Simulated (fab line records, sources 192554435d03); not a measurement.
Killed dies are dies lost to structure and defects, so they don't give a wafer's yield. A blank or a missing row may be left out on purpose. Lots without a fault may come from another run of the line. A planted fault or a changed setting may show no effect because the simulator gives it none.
Which tool did it? | flow n5_finfet | 12 lots, 36 wafers sampled, at 1 step of a route of 1938

WHAT THE GAUGES READ, wafer by wafer
N5_BEOL_M10_CD_MEAS_35: target cd 70 nm.
lot  | measured     | on        | cd_nm (nm)
L075 | day 11 01:28 | cd_sem-03 | 70.9 71.3 70.1
L077 | day 11 10:02 | cd_sem-02 | 70.5 70.3 70.9
L082 | day 12 10:43 | cd_sem-01 | 70.8 70.0 70.6
L079 | day 12 11:28 | cd_sem-03 | 70.4 70.4 70.3
L081 | day 12 18:36 | cd_sem-01 | 70.0 69.9 69.6
L084 | day 13 06:54 | cd_sem-01 | 69.6 69.6 69.3
L088 | day 13 13:56 | cd_sem-01 | 69.9 70.1 69.4
L089 | day 14 04:16 | cd_sem-01 | 69.4 69.7 70.2
L091 | day 15 04:53 | cd_sem-02 | 71.1 71.3 69.7
L092 | day 15 14:50 | cd_sem-02 | 70.9 70.1 71.4
L095 | day 16 13:42 | cd_sem-01 | 70.6 70.8 70.4
L097 | day 17 01:47 | cd_sem-01 | 70.2 72.1 70.8

WHICH TOOL RAN EACH LOT (tool, then ch and the chambers of the sampled wafers, then the start)
The record holds no process step before these readings.

THE ANSWER, worked out from the rows above alone
Rule: what is usual is taken from the lots themselves. Put in order of their means at a reading, lots are off if they are a third of the lots or fewer, leave a main group of 4 or more, and stand apart from it by a gap of 3 or more times the standard deviation of the main group's means; of several such gaps the widest counts. A main group whose means are all the same, to the digits that the tables above print for the reading, isn't used. A lot without any number at a reading at which 4 lots or more have one is off too. The other lots that the step has rows for count as sound.
No lot is off at any reading shown: from this, nothing can be told.

WHAT THE SIMULATOR HAD PUT IN
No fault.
